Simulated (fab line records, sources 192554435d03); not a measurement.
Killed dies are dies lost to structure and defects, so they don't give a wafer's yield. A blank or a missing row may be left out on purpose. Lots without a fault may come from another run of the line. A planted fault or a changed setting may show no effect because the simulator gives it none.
Which tool did it? | flow n5_finfet | 24 lots, 72 wafers sampled, at 4 steps of a route of 1938

WHAT THE GAUGES READ, wafer by wafer
N5_BEOL_M12_THK_MEAS_01.
lot  | measured     | on            | M12_ILD_THK (nm)
L074 | day 10 13:11 | film_metro-01 | 649 652 657
L075 | day 10 21:45 | film_metro-01 | 659 638 665
L076 | day 11 18:02 | film_metro-01 | 649 653 654
L077 | day 11 21:23 | film_metro-02 | 662 655 672
L078 | day 11 20:51 | film_metro-01 | 655 668 672
L079 | day 12 03:22 | film_metro-02 | 658 660 672
L081 | day 12 10:53 | film_metro-01 | 658 658 679
L082 | day 12 12:38 | film_metro-01 | 640 654 670
L080 | day 12 13:11 | film_metro-02 | 654 661 674
L083 | day 13 01:20 | film_metro-02 | 655 661 666
L086 | day 13 18:50 | film_metro-01 | 661 664 671
L084 | day 13 23:13 | film_metro-01 | 664 673 665
L085 | day 13 22:42 | film_metro-01 | 647 642 665
L087 | day 14 02:13 | film_metro-02 | 654 646 652
L088 | day 14 06:34 | film_metro-01 | 662 656 675
L089 | day 14 20:36 | film_metro-01 | 651 658 654
L090 | day 14 19:25 | film_metro-01 | 661 668 669
L092 | day 15 05:04 | film_metro-02 | 655 649 669
L091 | day 15 07:02 | film_metro-02 | 664 674 672
L094 | day 15 12:41 | film_metro-02 | 661 666 662
L093 | day 15 20:01 | film_metro-02 | 654 658 672
L095 | day 16 03:14 | film_metro-02 | 663 661 668
L096 | day 16 04:48 | film_metro-01 | 663 666 668
L097 | day 16 14:59 | film_metro-01 | 662 652 670

WHICH TOOL RAN EACH LOT (tool, then ch and the chambers of the sampled wafers, then the start)
lot  | N5_BEOL_M11_DESCUM_16              | N5_BEOL_M11_STRIP_19               | N5_BEOL_M12_ILD_DEP_00
L074 | rie_diel-03 ch 0,1,3, day 10 07:45 | rie_diel-03 ch 0,1,2, day 10 08:17 | pecvd-02 ch 0,1,2, day 10 13:03
L075 | rie_diel-02 ch 2,3, day 10 15:55   | rie_diel-02 ch 0,3, day 10 16:17   | pecvd-01 ch 0,1,2, day 10 21:37
L076 | rie_diel-04 ch 0,1,3, day 11 07:57 | rie_diel-03 ch 1,2, day 11 08:23   | pecvd-02 ch 0,1,2, day 11 17:54
L077 | rie_diel-04 ch 0,1,3, day 11 14:22 | rie_diel-03 ch 1,2,3, day 11 14:49 | pecvd-01 ch 0,1, day 11 21:15
L078 | rie_diel-02 ch 0,1,2, day 11 14:36 | rie_diel-04 ch 0,3, day 11 14:59   | pecvd-04 ch 1,2, day 11 20:40
L079 | rie_diel-02 ch 0,1,3, day 11 21:40 | rie_diel-02 ch 1,2, day 11 22:02   | pecvd-04 ch 1,2, day 12 03:14
L081 | rie_diel-04 ch 1,3, day 12 05:00   | rie_diel-04 ch 0,1,2, day 12 05:23 | pecvd-04 ch 0,1,2, day 12 10:46
L082 | rie_diel-04 ch 0,2, day 12 07:41   | rie_diel-03 ch 1,2,3, day 12 08:05 | pecvd-04 ch 0,2, day 12 12:31
L080 | rie_diel-04 ch 0,3, day 12 08:00   | rie_diel-02 ch 2,3, day 12 08:25   | pecvd-01 ch 1,2, day 12 13:04
L083 | rie_diel-04 ch 0,3, day 12 17:44   | rie_diel-02 ch 0,1,2, day 12 18:08 | pecvd-01 ch 1,2, day 13 01:09
L086 | rie_diel-03 ch 1,2,3, day 13 14:04 | rie_diel-02 ch 0,1,3, day 13 14:27 | pecvd-04 ch 1,2, day 13 18:42
L084 | rie_diel-04 ch 1,2,3, day 13 17:12 | rie_diel-02 ch 1,2,3, day 13 17:36 | pecvd-01 ch 0,1, day 13 23:02
L085 | rie_diel-04 ch 1,2, day 13 17:28   | rie_diel-02 ch 0,2,3, day 13 17:51 | pecvd-04 ch 0,1,2, day 13 22:34
L087 | rie_diel-03 ch 1,2,3, day 13 20:55 | rie_diel-02 ch 1,2,3, day 13 21:20 | pecvd-04 ch 0,2, day 14 02:05
L088 | rie_diel-03 ch 0,1, day 14 00:47   | rie_diel-03 ch 0,3, day 14 01:11   | pecvd-02 ch 0,2, day 14 06:26
L089 | rie_diel-04 ch 1,2,3, day 14 13:58 | rie_diel-03 ch 1,2,3, day 14 14:25 | pecvd-04 ch 0,1,2, day 14 20:28
L090 | rie_diel-02 ch 0,1, day 14 14:26   | rie_diel-02 ch 0,3, day 14 14:49   | pecvd-04 ch 0,2, day 14 19:17
L092 | rie_diel-04 ch 1,2,3, day 14 21:23 | rie_diel-03 ch 0,3, day 14 21:46   | pecvd-02 ch 1,2, day 15 04:56
L091 | rie_diel-03 ch 0,1, day 15 02:32   | rie_diel-03 ch 1,3, day 15 02:55   | pecvd-02 ch 1,2, day 15 06:55
L094 | rie_diel-02 ch 1,2,3, day 15 08:16 | rie_diel-03 ch 0,1,2, day 15 08:40 | pecvd-04 ch 0,2, day 15 12:34
L093 | rie_diel-02 ch 0,1,3, day 15 13:25 | rie_diel-02 ch 0,1,2, day 15 13:49 | pecvd-01 ch 0,1, day 15 19:53
L095 | rie_diel-02 ch 1,2,3, day 15 21:20 | rie_diel-02 ch 1,2,3, day 15 21:44 | pecvd-02 ch 1,2, day 16 03:07
L096 | rie_diel-04 ch 0,2,3, day 15 23:10 | rie_diel-04 ch 2,3, day 15 23:32   | pecvd-02 ch 0,1,2, day 16 04:43
L097 | rie_diel-03 ch 0,1,3, day 16 06:56 | rie_diel-03 ch 0,3, day 16 07:27   | pecvd-04 ch 0,1,2, day 16 14:51
- N5_BEOL_M11_DESCUM_16: chemistry O2, time 7.9 s.
- N5_BEOL_M11_STRIP_19: strips in O2.
- N5_BEOL_M12_ILD_DEP_00: deposits SiOC from DEMS/O2, target thk 658.92 nm, time 130.7 s.

WHAT THE TOOLS THEMSELVES READ (means of the sampled wafers that have a number; where no wafer has one, the mark that the record gives instead)
N5_BEOL_M11_DESCUM_16.
lot  | tool        | drypump_motor_current_A (A) | oes_product_au (a.u.) | rf_vpp_V (V) | showerhead_plenum_p_Torr (Torr) | throttle_valve_pct (%)
L074 | rie_diel-03 | 5.9                         | 0.70                  | 241.1        | 2.02                            | 20.62
L075 | rie_diel-02 | 6.3                         | 0.79                  | 242.1        | 2.10                            | 20.32
L076 | rie_diel-04 | 6.1                         | 0.70                  | 243.6        | 2.10                            | 20.53
L077 | rie_diel-04 | 6.1                         | 0.70                  | 242.9        | 2.10                            | 20.53
L078 | rie_diel-02 | 5.8                         | 0.73                  | 242.6        | 2.09                            | 20.31
L079 | rie_diel-02 | 5.9                         | 0.81                  | 243.7        | 2.12                            | 20.38
L081 | rie_diel-04 | 6.0                         | 0.70                  | 244.1        | 2.17                            | 20.50
L082 | rie_diel-04 | 6.0                         | 0.71                  | 241.0        | 1.99                            | 20.53
L080 | rie_diel-04 | 6.2                         | 0.69                  | 242.2        | 2.03                            | 20.59
L083 | rie_diel-04 | 6.2                         | 0.69                  | 242.6        | 2.03                            | 20.61
L086 | rie_diel-03 | 5.7                         | 0.69                  | 241.8        | 2.05                            | 20.59
L084 | rie_diel-04 | 5.8                         | 0.70                  | 243.0        | 2.14                            | 20.49
L085 | rie_diel-04 | 5.8                         | 0.70                  | 244.0        | 2.13                            | 20.46
L087 | rie_diel-03 | 5.7                         | 0.69                  | 241.7        | 2.04                            | 20.58
L088 | rie_diel-03 | 6.3                         | 0.77                  | 244.1        | 2.13                            | 20.56
L089 | rie_diel-04 | 5.8                         | 0.69                  | 244.1        | 2.13                            | 20.50
L090 | rie_diel-02 | 5.8                         | 0.73                  | 242.5        | 2.06                            | 20.35
L092 | rie_diel-04 | 5.8                         | 0.68                  | 243.7        | 2.13                            | 20.51
L091 | rie_diel-03 | 6.3                         | 0.75                  | 243.2        | 2.13                            | 20.58
L094 | rie_diel-02 | 6.3                         | 0.76                  | 242.3        | 2.07                            | 20.38
L093 | rie_diel-02 | 6.0                         | 0.78                  | 244.1        | 2.11                            | 20.42
L095 | rie_diel-02 | 6.3                         | 0.76                  | 242.4        | 2.07                            | 20.39
L096 | rie_diel-04 | 5.9                         | 0.78                  | 243.6        | 2.15                            | 20.44
L097 | rie_diel-03 | 5.9                         | 0.75                  | 243.1        | 2.09                            | 20.55

N5_BEOL_M11_STRIP_19.
lot  | tool        | drypump_motor_current_A (A) | oes_product_au (a.u.) | rf_vpp_V (V) | showerhead_plenum_p_Torr (Torr) | throttle_valve_pct (%)
L074 | rie_diel-03 | 5.9                         | 0.70                  | 3.6          | 2.05                            | 16.77
L075 | rie_diel-02 | 6.1                         | 0.90                  | 4.6          | 2.18                            | 16.60
L076 | rie_diel-03 | 6.1                         | 0.70                  | 4.0          | 2.09                            | 16.85
L077 | rie_diel-03 | 5.7                         | 0.70                  | 3.3          | 2.05                            | 16.83
L078 | rie_diel-04 | 6.2                         | 0.70                  | 4.1          | 2.04                            | 16.90
L079 | rie_diel-02 | 6.2                         | 0.72                  | 3.7          | 2.02                            | 16.60
L081 | rie_diel-04 | 5.9                         | 0.71                  | 4.1          | 2.07                            | 16.81
L082 | rie_diel-03 | 5.7                         | 0.70                  | 3.7          | 2.05                            | 16.82
L080 | rie_diel-02 | 6.5                         | 0.85                  | 3.3          | 2.13                            | 16.59
L083 | rie_diel-02 | 5.8                         | 0.73                  | 4.2          | 2.09                            | 16.62
L086 | rie_diel-02 | 6.0                         | 0.80                  | 4.1          | 2.12                            | 16.64
L084 | rie_diel-02 | 6.3                         | 0.77                  | 3.3          | 2.07                            | 16.61
L085 | rie_diel-02 | 6.0                         | 0.79                  | 3.6          | 2.14                            | 16.62
L087 | rie_diel-02 | 6.3                         | 0.77                  | 3.5          | 2.07                            | 16.61
L088 | rie_diel-03 | 5.7                         | 0.85                  | 3.3          | 2.14                            | 16.54
L089 | rie_diel-03 | 5.7                         | 0.69                  | 3.4          | 2.05                            | 16.86
L090 | rie_diel-02 | 6.1                         | 0.85                  | 4.0          | 2.17                            | 16.65
L092 | rie_diel-03 | 5.7                         | 0.83                  | 3.9          | 2.14                            | 16.57
L091 | rie_diel-03 | 5.7                         | 0.69                  | 3.8          | 2.02                            | 16.98
L094 | rie_diel-03 | 5.9                         | 0.75                  | 3.9          | 2.12                            | 16.67
L093 | rie_diel-02 | 5.8                         | 0.73                  | 3.2          | 2.08                            | 16.64
L095 | rie_diel-02 | 6.3                         | 0.76                  | 3.6          | 2.07                            | 16.65
L096 | rie_diel-04 | 5.6                         | 0.70                  | 3.7          | 2.10                            | 16.79
L097 | rie_diel-03 | 5.5                         | 0.76                  | 3.8          | 2.06                            | 16.76

N5_BEOL_M12_ILD_DEP_00.
lot  | tool     | heater_power_w (W) | showerhead_plenum_p_Torr (Torr) | throttle_valve_pct (%)
L074 | pecvd-02 | 494                | 5.703                           | 12.2
L075 | pecvd-01 | 397                | 5.691                           | 11.8
L076 | pecvd-02 | 534                | 5.693                           | 12.1
L077 | pecvd-01 | 430                | 5.694                           | 12.2
L078 | pecvd-04 | 513                | 5.697                           | 11.2
L079 | pecvd-04 | 504                | 5.696                           | 11.4
L081 | pecvd-04 | 492                | 5.703                           | 11.7
L082 | pecvd-04 | 498                | 5.684                           | 11.8
L080 | pecvd-01 | 436                | 5.698                           | 11.3
L083 | pecvd-01 | 450                | 5.690                           | 11.4
L086 | pecvd-04 | 531                | 5.707                           | 11.6
L084 | pecvd-01 | 425                | 5.697                           | 12.5
L085 | pecvd-04 | 496                | 5.695                           | 11.8
L087 | pecvd-04 | 466                | 5.690                           | 11.8
L088 | pecvd-02 | 516                | 5.699                           | 11.8
L089 | pecvd-04 | 498                | 5.697                           | 11.9
L090 | pecvd-04 | 481                | 5.692                           | 11.8
L092 | pecvd-02 | 429                | 5.691                           | 12.6
L091 | pecvd-02 | 387                | 5.696                           | 12.5
L094 | pecvd-04 | 526                | 5.683                           | 11.6
L093 | pecvd-01 | 463                | 5.696                           | 12.5
L095 | pecvd-02 | 402                | 5.699                           | 12.4
L096 | pecvd-02 | 475                | 5.694                           | 12.2
L097 | pecvd-04 | 444                | 5.691                           | 11.8

THE ANSWER, worked out from the rows above alone
Rule: what is usual is taken from the lots themselves. Put in order of their means at a reading, lots are off if they are a third of the lots or fewer, leave a main group of 4 or more, and stand apart from it by a gap of 3 or more times the standard deviation of the main group's means; of several such gaps the widest counts. A main group whose means are all the same, to the digits that the tables above print for the reading, isn't used. A lot without any number at a reading at which 4 lots or more have one is off too. The other lots that the step has rows for count as sound. The gauges are gone through in route order, then the tools' own readings, and for those a lot's mean is taken as printed above. The first step at which some lot is off is used, and at that step the reading that is off furthest; a lot without a number counts as furthest.
No lot is off at any reading shown: from this, nothing can be told.

WHAT THE SIMULATOR HAD PUT IN
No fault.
